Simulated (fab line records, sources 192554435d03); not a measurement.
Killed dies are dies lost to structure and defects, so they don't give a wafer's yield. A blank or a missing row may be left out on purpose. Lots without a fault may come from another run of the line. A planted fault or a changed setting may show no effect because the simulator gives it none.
One fault seen from 3 desks | flow n5_finfet | each desk has only its own numbers; what lay behind them comes last

THE METROLOGY DESK
What the gauges read, lot by lot, whatever tool the lot ran on: means of the sampled wafers that have a number. A lot is out of limits, marked OUT, if its mean lies more than 4 standard deviations from the usual mean; the brackets give that distance.
Columns: A = cd_nm at N5_BEOL_M9_CD_MEAS_11, usual 64.4 nm; B = M9_OVL at N5_BEOL_M9_OVL_MEAS_12, usual -0.3 nm; C = cd_nm at N5_BEOL_M9_CD_MEAS_18, usual 70.1 nm; D = cd_nm at N5_BEOL_M9_CD_MEAS_28, usual 69.98 nm; E = V8_OVL at N5_BEOL_M9_OVL_MEAS_29, usual 0.2 nm
lot  | first seen here | A    | B    | C    | D     | E
L225 | day 9 07:16     | 64.1 | -0.5 | 69.5 | 70.07 | 0.4
L226 | day 10 12:50    | 65.4 | -0.8 | 71.2 | 69.88 | 0.0
L240 | day 13 16:38    | 64.9 | 0.7  | 70.7 | 69.69 | -0.4
L245 | day 15 05:24    | 65.0 | -0.8 | 70.8 | 70.10 | 0.3
L247 | day 16 08:07    | 64.1 | -0.7 | 70.0 | 69.76 | 0.1
This desk's finding: nothing out of limits on any of the 5 lots.

THE DEFECT DESK
What the inspections along the route counted, lot by lot: means of the sampled wafers that have a number. A lot is out of limits, marked OUT, if its mean lies more than 4 standard deviations from the usual mean; the brackets give that distance.
Columns: A = raw_defect_count at N5_BEOL_M9_INSPECT_13, usual 390; B = raw_defect_count at N5_BEOL_M9_INSPECT_30, usual 395
lot  | first seen here | A   | B
L225 | day 9 07:20     | 499 | 458
L226 | day 10 12:53    | 349 | 397
L240 | day 13 16:41    | 401 | 485
L245 | day 15 05:27    | 287 | 280
L247 | day 16 08:10    | 290 | 297
This desk's finding: nothing out of limits on any of the 5 lots.

THE TOOL OWNER'S DESK: rie_metal-01
The tool's own readings at N5_BEOL_M9_HM_OPEN_17 (chemistry Cl2/BCl3, target TiN, target depth 20 nm, overetch 6 nm): means of the sampled wafers that have a number, for each lot that ran on this tool. A lot is out of limits, marked OUT, if its mean lies more than 4 standard deviations from the usual mean; the brackets give that distance.
Columns: A = drypump_motor_current_A at N5_BEOL_M9_HM_OPEN_17, usual 6.0 A; B = mfc_ar_sccm at N5_BEOL_M9_HM_OPEN_17, usual 25.01 sccm; C = oes_product_au at N5_BEOL_M9_HM_OPEN_17, usual 0.67 a.u.; D = throttle_valve_pct at N5_BEOL_M9_HM_OPEN_17, usual 22.10 %
lot  | first seen here | A   | B     | C    | D
L226 | day 10 13:12    | 5.8 | 24.99 | 0.67 | 22.08
L240 | day 13 17:00    | 5.6 | 25.08 | 0.65 | 21.90
This desk's finding: nothing out of limits on any of the 2 lots.

PUT TOGETHER
The metrology desk saw nothing out of limits.
The defect desk saw nothing out of limits.
The tool owner's desk saw nothing out of limits.

WHAT THE SIMULATOR HAD PUT IN
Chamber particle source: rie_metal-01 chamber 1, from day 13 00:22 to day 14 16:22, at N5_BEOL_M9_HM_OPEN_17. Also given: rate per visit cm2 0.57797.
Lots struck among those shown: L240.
